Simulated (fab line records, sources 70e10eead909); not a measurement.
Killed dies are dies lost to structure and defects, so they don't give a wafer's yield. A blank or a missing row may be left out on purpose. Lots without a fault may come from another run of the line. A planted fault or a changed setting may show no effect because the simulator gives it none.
One fault seen from 2 desks | flow nand_harc | each desk has only its own numbers; what lay behind them comes last

THE TOOL OWNER'S DESK: pecvd-03
The tool's own readings at NHARC_A_BONDPAD_DEP_00 (deposits SiCN, target thk 250 nm): means of the sampled wafers that have a number, for each lot that ran on this tool. A lot is out of limits, marked OUT, if its mean lies more than 4 standard deviations from the usual mean; the brackets give that distance.
Columns: A = heater_power_outer_w at NHARC_A_BONDPAD_DEP_00, usual 297 W; B = heater_power_w at NHARC_A_BONDPAD_DEP_00, usual 522 W
lot  | first seen here | A   | B
L813 | day 19 21:46    | 268 | 493
L820 | day 20 15:32    | 289 | 513
L816 | day 20 15:52    | 301 | 515
L818 | day 21 08:25    | 261 | 468
L819 | day 21 22:58    | 268 | 475
This desk's finding: nothing out of limits on any of the 5 lots.

THE METROLOGY DESK
What the gauges read, lot by lot, whatever tool the lot ran on: means of the sampled wafers that have a number. A lot is out of limits, marked OUT, if its mean lies more than 4 standard deviations from the usual mean; the brackets give that distance.
Columns: A = overlay_x_nm at NHARC_A_M1_OVL_MEAS_10, usual 0.3 nm; B = overlay_y_nm at NHARC_A_M1_OVL_MEAS_10, usual 0.0 nm; C = thk_nm at NHARC_A_BONDPAD_THK_MEAS_30, usual 200.2 nm; D = cd_nm at NHARC_A_BONDPAD_CD_MEAS_09, usual 498.9 nm
lot  | first seen here | A    | B    | C     | D
L809 | day 17 23:34    | 1.4  | -0.4 | 201.1 | 500.2
L810 | day 18 08:50    | -0.1 | 0.5  | 201.1 | 496.0
L805 | day 18 19:16    | 1.0  | 1.1  | 199.7 | 498.6
L808 | day 18 19:32    | 0.9  | -0.1 | 198.7 | 498.2
L814 | day 19 12:17    | 0.4  | -0.2 | 199.5 | 500.4
L813 | day 19 18:10    | -0.9 | 1.4  | 199.9 | 498.9
L820 | day 20 12:05    | 0.7  | -1.5 | 200.7 | 499.4
L816 | day 20 12:28    | -0.2 | -0.0 | 199.3 | 498.9
L818 | day 21 04:22    | 0.4  | 1.6  | 196.5 | 498.6
L819 | day 21 19:36    | 0.2  | 0.4  | 197.1 | 498.2
L828 | day 22 23:04    | -0.9 | -0.1 | 200.8 | 497.6
L826 | day 23 03:10    | 0.9  | -0.5 | 199.0 | 500.2
This desk's finding: nothing out of limits on any of the 12 lots.

PUT TOGETHER
The tool owner's desk saw nothing out of limits.
The metrology desk saw nothing out of limits.

WHAT THE SIMULATOR HAD PUT IN
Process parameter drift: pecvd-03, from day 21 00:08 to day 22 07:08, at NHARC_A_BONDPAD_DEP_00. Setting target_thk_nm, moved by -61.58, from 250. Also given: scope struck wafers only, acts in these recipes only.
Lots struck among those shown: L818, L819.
